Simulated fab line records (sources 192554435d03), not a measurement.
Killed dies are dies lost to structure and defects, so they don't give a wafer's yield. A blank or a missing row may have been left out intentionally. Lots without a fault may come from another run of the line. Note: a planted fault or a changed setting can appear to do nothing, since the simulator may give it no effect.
Split-lot trial | flow n5-finfet | 21 wafers read from 7 lots, route of 1938 steps

## THE SPLIT
At N5_GATE_CUT_ETCH_56 (etches TiN in Cl2/Ar, target depth 21.6 nm), the setting icp-w was moved away from the recipe's 600 W on 4 of the 21 wafers read, by -11.2% to +11.7%. This setting was run at the recipe's value on the other wafers.

Reading taken at the split's own step.

## THE READING
etch.depth-nm (the simulator's own value, which no gauge read), in nm, at N5_GATE_CUT_ETCH_56 (etches TiN in Cl2/Ar, target depth 21.6 nm). The file does not state a usual value for it. Across the 17 wafers here that went through the recipe, the average is 21.97 nm and the standard deviation 0.46 nm.

wafer  | tool, chamber at the split | icp-w as run, W | against the recipe | etch.depth-nm, nm | against lot-mates on the recipe
L076.1 | rie-metal-02, 1            | 670.3           | +11.7%             | 23.53             | +2.19
L076.3 | rie-metal-02, 1            | 600             | recipe             | 21.34             | -
L076.6 | rie-metal-02, 1            | 600             | recipe             | 21.34             | -
L077.1 | rie-metal-03, 1            | 600             | recipe             | 22.23             | -
L077.2 | rie-metal-03, 0            | 600             | recipe             | 21.57             | -
L077.6 | rie-metal-03, 0            | 600             | recipe             | 21.41             | -
L081.1 | rie-metal-03, 0            | 600             | recipe             | 21.68             | -
L081.2 | rie-metal-03, 1            | 600             | recipe             | 22.54             | -
L081.3 | rie-metal-03, 0            | 600             | recipe             | 21.69             | -
L084.2 | rie-metal-03, 0            | 600             | recipe             | 22                | -
L084.4 | rie-metal-03, 0            | 600             | recipe             | 21.86             | -
L084.6 | rie-metal-03, 1            | 600             | recipe             | 22.52             | -
L085.1 | rie-metal-01, 1            | 634.1           | +5.7%              | 22.9              | +0.44
L085.2 | rie-metal-01, 0            | 600             | recipe             | 22.46             | -
L085.5 | rie-metal-01, 0            | 634.1           | +5.7%              | 23.65             | +1.19
L088.1 | rie-metal-03, 1            | 600             | recipe             | 22.46             | -
L088.5 | rie-metal-03, 1            | 600             | recipe             | 22.45             | -
L088.6 | rie-metal-03, 0            | 600             | recipe             | 21.4              | -
L094.1 | rie-metal-01, 1            | 600             | recipe             | 21.97             | -
L094.3 | rie-metal-01, 0            | 600             | recipe             | 22.6              | -
L094.6 | rie-metal-01, 0            | 532.8           | -11.2%             | 20.35             | -1.93

FIT RESULTS
A straight line over all 21 wafers: etch.depth-nm changes by +0.155 nm for each +1% of icp-w; r = +0.80; the points scatter about the line by 0.47 nm.
The same after taking each lot's own level away (the mean of its wafers on the recipe; 21 wafers): +0.173 nm for each +1%; r = +0.89; scatter 0.36 nm.
On that fit, the largest move of icp-w shifts the reading by 2 nm.
Across the lots, their own levels run from 21.340 to 22.460 nm, a range of 2.4 times the standard deviation given above.
So the lot-to-lot level changes the slope: the two fits differ.
Check: +1.89 nm against its lot-mates is what the line predicts for one of the wafers moved furthest among these (+11.7%) when that wafer is left out of the fit. It came out at +2.19 nm against them.

## OTHER SPLITS ON THESE WAFERS
Note: prior to the reading, these wafers also went through further splits. Each is held against what the fit with the lots' levels taken away leaves over:
other split on the same wafers         | wafers away from the commonest value | r with etch.depth-nm (lot level and that fit taken away)
N5_SD_EPI_P_PEB_07 peb-time-s          | 9                                    | +0.16
N5_SD_EPI_P_ETCHBACK_46 over-etch-frac | 7                                    | -0.35
N5_HKMG_FIN_ETCH_54 source-w           | 7                                    | +0.07
N5_HKMG_FIN_ETCH_58 bias-w             | 5                                    | +0.27

## FILE'S OWN FIT
etch.depth-nm changes by +0.176 nm for each +1% of icp-w, r = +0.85.
